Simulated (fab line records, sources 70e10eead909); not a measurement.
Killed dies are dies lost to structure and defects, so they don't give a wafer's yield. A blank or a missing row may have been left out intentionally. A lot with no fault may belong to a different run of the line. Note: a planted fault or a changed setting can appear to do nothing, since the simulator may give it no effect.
What tool caused it? ; flow nandHarc ; 6 lots with 18 wafers sampled at 4 steps, on a route of 1159 steps

WHAT THE GAUGES READ, wafer by wafer
NHARC_END_WLT_00.
lot;measured;on;VT_DECK1_BOTTOM
L654;day 20 13:44;prober-01;0.858 0.866 0.859
L655;day 21 06:41;prober-01;0.878 0.862 0.868
L657;day 21 17:29;prober-02;0.880 0.880 0.879
L661;day 22 00:37;prober-02;0.866 0.873 0.865
L667;day 23 08:32;prober-02;0.856 0.856 0.861
L669;day 23 14:35;prober-01;0.868 0.867 0.872

TOOL THAT RAN EACH LOT (tool first, then ch and the chambers of the sampled wafers, then the start)
lot;NHARC_A_STAIRCASE_STRIP_476;NHARC_THIN_TSV_STRIP_62;NHARC_THIN_TSV_PVD_51
L654;rieDiel-10 ch 0,1,3, day 12 18:01;plasmaAsher-02 ch 0,1, day 19 20:16;pvdSputter-01, day 20 13:44 or earlier
L655;rieDiel-02 ch 0,1,3, day 13 01:49;plasmaAsher-01 ch 0,1, day 20 19:37;pvdSputter-01, day 21 06:41 or earlier
L657;rieDiel-02 ch 0,1, day 13 09:35;plasmaAsher-01 ch 0,1, day 21 07:17;pvdSputter-01, day 21 17:29 or earlier
L661;rieDiel-06 ch 0,1,3, day 14 11:30;plasmaAsher-02 ch 0,1, day 21 14:44;pvdSputter-03, day 22 00:37 or earlier
L667;rieDiel-06 ch 0,2,3, day 15 10:12;plasmaAsher-01 ch 1, day 22 23:35;pvdSputter-03, day 23 08:32 or earlier
L669;rieDiel-02 ch 0,3, day 16 08:19;plasmaAsher-01 ch 0,1, day 23 06:53;pvdSputter-01, day 23 14:35 or earlier
- NHARC_A_STAIRCASE_STRIP_476: strips in O2, time 20 s.
- NHARC_THIN_TSV_STRIP_62: strips in N2/H2, time 20 s.
- NHARC_THIN_TSV_PVD_51: deposits Cu, target thk 100 nm.

THE ANSWER, worked out from the rows above alone
Rule: usual is defined by the lots themselves. Put in order of their means at a reading, lots are off if they are a third of the lots or fewer, leave a main group of 4 or more, and stand apart from it by a gap of 3 or more times the standard deviation of the main group's means; of several such gaps the widest counts. A main group is skipped when, at the precision printed for the reading in the tables above, its means are all equal. Also off: a lot with no number at a reading for which 4 or more lots have one. All remaining lots with rows at the step are treated as sound.
Across all readings shown, no lot is off: no conclusion can be drawn from this.

WHAT HAD BEEN PUT IN BY THE SIMULATOR
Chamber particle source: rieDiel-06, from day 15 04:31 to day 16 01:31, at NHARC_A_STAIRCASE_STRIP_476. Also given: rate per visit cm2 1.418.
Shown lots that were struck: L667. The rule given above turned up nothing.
